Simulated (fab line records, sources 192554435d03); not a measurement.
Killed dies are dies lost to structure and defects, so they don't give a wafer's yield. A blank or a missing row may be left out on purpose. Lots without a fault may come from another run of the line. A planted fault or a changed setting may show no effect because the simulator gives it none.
A struck lot beside a sound one | flow n5_finfet | 19 steps out of a route of 1938
Sound: wafers L402.3, L402.4, L402.6. Struck: wafers L418.3, L418.5. The cause comes at the end.
At each step with rows: each side's tool, then ch and its chambers, then its first start. Under that, the readings that differ: sound wafers | struck wafers | difference of the means | sigmas: that difference in standard deviations of wafers without a fault.
alike: readings whose means differ by less than 2 such deviations, and words and numbers that are the same on both sides. not compared: withheld readings, readings that some wafer has no value for, bounds like >300 that may hide the same value, and numbers for which the record gives no deviation and whose values overlap.
The two part at a step that has a row with sigmas, a row that says differs or no value, or rows on one side only. Numbers that don't overlap but have no deviation are shown without sigmas and don't part them. A reading that every wafer of one side lacks parts them only if that side has two wafers or more.

first, 4 steps without rows for these wafers: N5_PMOS_HMC_CHANNEL_EPI_SOFTBAKE_04 (time 60 s); N5_PMOS_HMC_CHANNEL_EPI_EXPOSE_06 (exposes mask PMOS HMC BLK, target cd 240 nm); N5_PMOS_HMC_CHANNEL_EPI_PEB_07 (peb time 60 s); N5_PMOS_HMC_CHANNEL_EPI_DEVELOP_08 (develop time 30 s).
N5_PMOS_HMC_CHANNEL_EPI_CD_MEAS_09: target cd 237.4 nm.
  sound on cd_sem-02 ch 0, day 2 17:09; struck on cd_sem-02 ch 0, day 6 17:31
  alike: cd_nm
N5_PMOS_HMC_CHANNEL_EPI_OVL_MEAS_10:
  sound on overlay-01 ch 0, day 2 17:11; struck on overlay-01 ch 0, day 6 17:33
  alike: PMOS_HMC_BLK_OVL
N5_PMOS_HMC_CHANNEL_EPI_INSPECT_11: inspects for defects (macro).
  sound on defect_inspect-01, day 2 17:13; struck on defect_inspect-01, day 6 17:34
  alike: raw_defect_count
N5_PMOS_HMC_CHANNEL_EPI_DESCUM_14: chemistry O2, time 7.9 s.
  sound on rie_diel-01 ch 0,3, day 2 17:31; struck on rie_diel-01 ch 0,2, day 6 18:23
  reading            | sound             | struck      | difference | sigmas
  rf_fwd_power_W (W) | 49.69 49.27 49.80 | 49.11 49.18 | -0.44      | -2
  alike: drypump_motor_current_A, oes_product_au, rf_vpp_V, showerhead_plenum_p_Torr, throttle_valve_pct
  not compared: rf_hours_counter_h
N5_PMOS_HMC_CHANNEL_EPI_ETCH_32: etches BARC in N2/H2, stops on SiO2, target depth 85.8 nm, time 50.3 s.
  sound on rie_diel-01 ch 0,3, day 2 17:34; struck on rie_diel-01 ch 0,2, day 6 18:25
  alike: drypump_motor_current_A, oes_product_au, rf_fwd_power_W, rf_vpp_V, showerhead_plenum_p_Torr, throttle_valve_pct
  not compared: rf_hours_counter_h
N5_PMOS_HMC_CHANNEL_EPI_HM_OPEN_15: chemistry CHF3/O2, target SiO2, target depth 40.6 nm, time 20.3 s.
  sound on rie_diel-01 ch 0,3, day 2 17:36; struck on rie_diel-01 ch 0,2, day 6 18:27
  alike: drypump_motor_current_A, oes_product_au, rf_fwd_power_W, rf_vpp_V, showerhead_plenum_p_Torr, throttle_valve_pct
  not compared: rf_hours_counter_h
N5_PMOS_HMC_CHANNEL_EPI_STRIP_33: strips in N2/H2.
  sound on rie_diel-01 ch 0,3, day 2 17:39; struck on rie_diel-01 ch 0,2, day 6 18:31
  alike: drypump_motor_current_A, oes_product_au, rf_vpp_V, showerhead_plenum_p_Torr, throttle_valve_pct
  not compared: rf_hours_counter_h
then, 1 step without rows for these wafers: N5_PMOS_HMC_CHANNEL_EPI_STRIP_17 (strips in SPM, time 750 s).
N5_PMOS_HMC_CHANNEL_EPI_ETCH_38: etches SiO2 in CF4, target depth 1.5 nm.
  sound on rie_si-04 ch 1,2, day 2 18:10; struck on rie_si-04 ch 1,3, day 6 18:49
  reading                  | sound             | struck      | difference | sigmas
  oes_product_au (a.u.)    | 1.027 1.007 1.003 | 1.364 1.438 | +0.389     | +22
  model.etch.depth_nm (nm) | 1.497 1.5 1.487   | 2.431 2.453 | +0.947     |
  alike: drypump_motor_current_A, rf_fwd_power_W, throttle_valve_pct
  not compared: rf_hours_counter_h, model.SiO2_of_PMOS_HMC_CHANNEL_EPI_HM_DEP_34.thk_nm
N5_PMOS_HMC_CHANNEL_EPI_FIN_RECESS_16: chemistry HBr/Cl2, target Si, target depth 54 nm, time 18 s.
  sound on rie_si-04 ch 1,2, day 2 18:11; struck on rie_si-04 ch 1,3, day 6 18:50
  alike: drypump_motor_current_A, oes_product_au, rf_fwd_power_W, throttle_valve_pct
  not compared: rf_hours_counter_h
then, 1 step without rows for these wafers: N5_PMOS_HMC_CHANNEL_EPI_PRECLEAN_36 (cleans in O3/DIW, time 45 s).
N5_PMOS_HMC_CHANNEL_EPI_PRECLEAN_18: cleans in DHF, time 30 s.
  sound on wet_bench-06 ch 1,2,5, day 2 18:18; struck on wet_bench-06 ch 2,6, day 6 18:56
  reading                                                  | sound             | struck      | difference | sigmas
  model.SiO2_of_PMOS_HMC_CHANNEL_EPI_HM_DEP_34.thk_nm (nm) | 24.35 24.96 25.14 | 24.04 24.23 | -0.68      |
then, 1 step without rows for these wafers: N5_PMOS_HMC_CHANNEL_EPI_SRD_19 (time 30 s).
-- the record jumps here: 7 days lie between the struck wafers' starts before and after (it left off in module PMOS_HMC_CHANNEL_EPI and takes up again in module BEOL_M4, whose first step shown is number 1111 of the route) --
N5_BEOL_M4_RC_MEAS_101:
  sound on prober-02 ch 0, day 9 12:08; struck on prober-01 ch 0, day 13 21:31
  alike: DIBL_N, DIBL_P, IOFF_N, IOFF_P, ION_N, ION_P, SS_N, SS_P, VT_N, VT_P
-- the record jumps here: 5 days lie between the struck wafers' starts before and after (it left off in module BEOL_M4 and takes up again in module PASSIVATION, whose first step shown is number 1936 of the route) --
N5_PASSIVATION_PROBE_49:
  the record has rows for the struck wafers here (prober-01, day 18 09:52) and none for the sound ones

WHERE THEY PART
First at N5_PMOS_HMC_CHANNEL_EPI_DESCUM_14; last, within this record, at N5_PASSIVATION_PROBE_49.

WHY: what the simulator had put in
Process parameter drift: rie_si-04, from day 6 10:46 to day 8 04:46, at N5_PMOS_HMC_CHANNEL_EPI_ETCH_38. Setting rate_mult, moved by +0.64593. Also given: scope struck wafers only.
